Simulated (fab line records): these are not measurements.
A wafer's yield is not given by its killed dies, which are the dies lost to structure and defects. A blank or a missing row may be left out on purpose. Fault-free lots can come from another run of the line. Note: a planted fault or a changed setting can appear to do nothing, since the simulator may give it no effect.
Chamber matching ; flow nand harc ; pecvd-02 running NHARC_P_M0_PRE_CLEAN_31: 3 sister chambers
The step time 12 s. 3 wafers are shown with their chamber, then 7 later ones without.

## WAFERS PAIRED WITH THEIR CHAMBERS
wafer;chamber;heater power w (W)
L092.5;2;491
L093.2;0;618
L093.3;1;610

## WAFERS WITH NO CHAMBER GIVEN
wafer;heater power w (W)
L093.5;611
L094.1;478
L094.3;544
L094.6;466
L097.2;461
L097.4;633
L097.5;607

## CHAMBER TAKEN BY EACH
wafer;from the rows above;in truth
L093.5;can't be placed: 1 or 0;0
L094.1;2;2
L094.3;can't be placed: 2 or 1 or 0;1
L094.6;2;2
L097.2;2;2
L097.4;can't be placed: 0 or 1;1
L097.5;can't be placed: 1 or 0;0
Placed correctly: 3 of 7. Can't be placed from these rows: 4 (the true chamber is among the candidates in 4). Wrongly placed: 0.
How it was worked out, from the rows above alone: a wafer's distance from a chamber is the root of the sum, over the readings, of the square of ((its reading less the chamber's mean) divided by the reading's scatter). The wafer belongs to the nearest chamber; if the next one is less than 2 further off, it can't be placed. Each chamber's mean is taken over the wafers shown for it. The scatter: root of mean squared gap, hidden wafer to nearest shown wafer, with one shown wafer a chamber.
